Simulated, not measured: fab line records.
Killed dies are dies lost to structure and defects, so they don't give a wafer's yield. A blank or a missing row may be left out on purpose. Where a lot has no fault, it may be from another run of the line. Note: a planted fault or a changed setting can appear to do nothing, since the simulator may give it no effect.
What tool caused it? -- flow nand-harc -- 13 lots with 38 wafers sampled at 6 steps, on a route of 1302 steps

## WHAT THE GAUGES READ, wafer by wafer
NHARC_A_ONON_D2_THK_MEAS_02: measures by ellipsometry.
lot,measured,on,thk-nm (nm)
L359,day 13 08:08,film-metro-02,1011 1013 1010
L360,day 14 01:34,film-metro-02,1005 621
L362,day 14 10:45,film-metro-01,1004 623 1005
L364,day 15 17:11,film-metro-02,1008 622 1006
L372,day 18 09:41,film-metro-01,997 994 995
L374,day 19 09:23,film-metro-02,1020 1019 1019
L373,day 19 09:22,film-metro-01,985 986 986
L375,day 20 05:15,film-metro-01,990 991 990
L376,day 20 13:06,film-metro-02,1002 1001 1002
L377,day 20 21:19,film-metro-01,986 986 986
L378,day 21 06:49,film-metro-01,999 1000 1000
L379,day 21 15:41,film-metro-02,998 998 998
L380,day 22 00:57,film-metro-02,1005 1006 1003

NHARC_END_SORT_01.
lot,measured,on,killed-at-array,killed-at-other,killed-at-periphery,killed-dies,killed-open,killed-short
L360,day 25 14:20,prober-02,31 673,1 0,5 4,37 677,5 7,3 5
L362,day 26 06:44,prober-02,61 676 55,4 1 2,1 0 3,66 677 60,4 6 4,5 0 2
L364,day 27 06:13,prober-02,84 673 75,1 0 5,0 4 4,85 677 84,5 4 1,3 2 5

## WHICH TOOL RAN EACH LOT (tool, then ch and the chambers of the sampled wafers, then the start)
lot,NHARC_A_CHANNEL_FILL_D1_ALD_16,NHARC_A_DECK1_JOINT_CMP_13,NHARC_A_DECK1_JOINT_ETCHBACK_00,NHARC_A_ONON_D2_DEP_00
L359,"ald-hk-02 ch 0,1,3, day 10 05:49","cmp-01 ch 0,1, day 12 07:23","rie-si-03 ch 0,1,3, day 12 07:48","pecvd-onon-01 ch 0, day 13 07:41"
L360,"ald-hk-02 ch 1,2, day 10 14:52","cmp-04 ch 0,1, day 12 21:53","rie-si-01 ch 0,3, day 12 22:17","pecvd-onon-01 ch 0, day 14 01:11"
L362,"ald-hk-02 ch 1,2,3, day 11 05:36","cmp-02 ch 0,1, day 13 06:43","rie-si-01 ch 0,2,3, day 13 07:07","pecvd-onon-01 ch 0, day 14 10:18"
L364,"ald-hk-03 ch 1,2, day 12 13:55","cmp-04 ch 0,1,2, day 14 16:23","rie-si-03 ch 1,2, day 14 16:44","pecvd-onon-01 ch 0, day 15 16:40"
L372,"ald-hk-02 ch 0,1,2, day 15 07:37","cmp-01 ch 2,3, day 17 05:14","rie-si-03 ch 2,3, day 17 05:35","pecvd-onon-01 ch 0, day 18 09:14"
L374,"ald-hk-04 ch 0,2,3, day 16 06:11","cmp-02 ch 0,2,3, day 18 04:01","rie-si-01 ch 0,1,2, day 18 04:22","pecvd-onon-04 ch 0, day 19 08:56"
L373,"ald-hk-03 ch 0,1, day 16 06:12","cmp-01 ch 0,1,2, day 18 04:02","rie-si-05 ch 1,2,3, day 18 04:23","pecvd-onon-01 ch 0, day 19 08:52"
L375,"ald-hk-04 ch 2,3, day 17 03:49","cmp-02 ch 0,2,3, day 19 01:42","rie-si-03 ch 1,2,3, day 19 02:04","pecvd-onon-02 ch 0, day 20 04:55"
L376,"ald-hk-02 ch 0,1,2, day 17 09:44","cmp-04 ch 0,1, day 19 08:55","rie-si-01 ch 2,3, day 19 09:19","pecvd-onon-01 ch 0, day 20 12:39"
L377,"ald-hk-02 ch 0,1,3, day 17 16:29","cmp-04 ch 1,2,3, day 19 14:28","rie-si-03 ch 1,3, day 19 14:48","pecvd-onon-01 ch 0, day 20 20:49"
L378,"ald-hk-04 ch 0,2,3, day 18 04:10","cmp-01 ch 1,2,3, day 20 02:26","rie-si-03 ch 0,2,3, day 20 02:47","pecvd-onon-02 ch 0, day 21 06:19"
L379,"ald-hk-03 ch 2,3, day 18 17:18","cmp-04 ch 1,2,3, day 20 14:58","rie-si-03 ch 1,2,3, day 20 15:22","pecvd-onon-01 ch 0, day 21 15:11"
L380,"ald-hk-03 ch 2,3, day 19 02:08","cmp-04 ch 0,2,3, day 21 00:19","rie-si-05 ch 2,3, day 21 00:40","pecvd-onon-01 ch 0, day 22 00:30"
- NHARC_A_CHANNEL_FILL_D1_ALD_16: deposits SiO2, target thk 1.5 nm, pulse time 10 s, ald cycles 15.
- NHARC_A_DECK1_JOINT_CMP_13: polishes, target thk 51.023 nm.
- NHARC_A_DECK1_JOINT_ETCHBACK_00: etches the open film in HBr, target depth 30 nm, time 17.4 s.
- NHARC_A_ONON_D2_DEP_00: target thk 1000 nm.

## AS READ BY THE TOOLS THEMSELVES (means over the sampled wafers that have a number; for cases with no such wafer, the mark the record gives instead)
NHARC_A_CHANNEL_FILL_D1_ALD_16.
lot,tool,heater-power-w (W),precursor-pulse-height-rel
L359,ald-hk-02,493,0.985
L360,ald-hk-02,461,0.994
L362,ald-hk-02,462,1.013
L364,ald-hk-03,454,1.009
L372,ald-hk-02,474,1.002
L374,ald-hk-04,475,0.996
L373,ald-hk-03,487,1.003
L375,ald-hk-04,496,1.017
L376,ald-hk-02,471,0.996
L377,ald-hk-02,482,1.031
L378,ald-hk-04,482,0.992
L379,ald-hk-03,474,1.006
L380,ald-hk-03,472,0.999

NHARC_A_DECK1_JOINT_CMP_13.
lot,tool,motor-current-A (A),retaining-ring-pressure-frac,time-to-endpoint-s (s)
L359,cmp-01,13.4,1.003,8.6
L360,cmp-04,11.8,1.002,13.4
L362,cmp-02,12.0,0.999,4.4
L364,cmp-04,11.8,1.004,10.1
L372,cmp-01,11.7,1.003,8.6
L374,cmp-02,11.7,0.997,11.2
L373,cmp-01,12.6,1.000,10.5
L375,cmp-02,11.4,0.999,8.0
L376,cmp-04,12.0,1.002,10.7
L377,cmp-04,11.3,1.000,9.7
L378,cmp-01,12.6,0.995,6.0
L379,cmp-04,11.6,1.004,11.0
L380,cmp-04,11.6,1.006,10.7

NHARC_A_DECK1_JOINT_ETCHBACK_00.
lot,tool,drypump-motor-current-A (A),oes-product-au (a.u.),throttle-valve-pct (%)
L359,rie-si-03,5.9,0.998,23.262
L360,rie-si-01,5.5,1.010,23.264
L362,rie-si-01,5.8,1.007,23.270
L364,rie-si-03,6.0,1.000,23.266
L372,rie-si-03,5.6,1.005,23.269
L374,rie-si-01,5.9,1.011,23.273
L373,rie-si-05,5.6,0.987,23.253
L375,rie-si-03,5.8,0.998,23.272
L376,rie-si-01,6.0,1.010,23.261
L377,rie-si-03,5.8,0.995,23.270
L378,rie-si-03,5.9,1.002,23.262
L379,rie-si-03,5.8,0.996,23.273
L380,rie-si-05,5.5,0.990,23.258

## THE ANSWER, worked out from the rows above alone
Rule: what is usual is taken from the lots themselves. Put in order of their means at a reading, lots are off if they are a third of the lots or fewer, leave a main group of 4 or more, and stand apart from it by a gap of 3 or more times the standard deviation of the main group's means; of several such gaps the widest counts. A main group is skipped when, at the precision printed for the reading in the tables above, its means are all equal. A lot without any number at a reading at which 4 lots or more have one is off too. Any other lot the step has rows for is counted as sound. Order of review: gauges by route order, followed by the tools' own readings, for which a lot's mean as printed above is used. At the first step where some lot is off, the reading lying furthest off is the one used; lots without a number count as furthest.
Off: L360, L362, L364 (NHARC_A_ONON_D2_THK_MEAS_02, thk-nm). Main group: mean 999 nm, sd 10.
If a tool, at a process step before that reading, ran all the lots that are off and no sound lot after the first of them, it fits. Those tools and the gauges at NHARC_A_ONON_D2_THK_MEAS_02 are tried in the same way. None of those tried fits.

## WHAT THE SIMULATOR HAD PUT IN
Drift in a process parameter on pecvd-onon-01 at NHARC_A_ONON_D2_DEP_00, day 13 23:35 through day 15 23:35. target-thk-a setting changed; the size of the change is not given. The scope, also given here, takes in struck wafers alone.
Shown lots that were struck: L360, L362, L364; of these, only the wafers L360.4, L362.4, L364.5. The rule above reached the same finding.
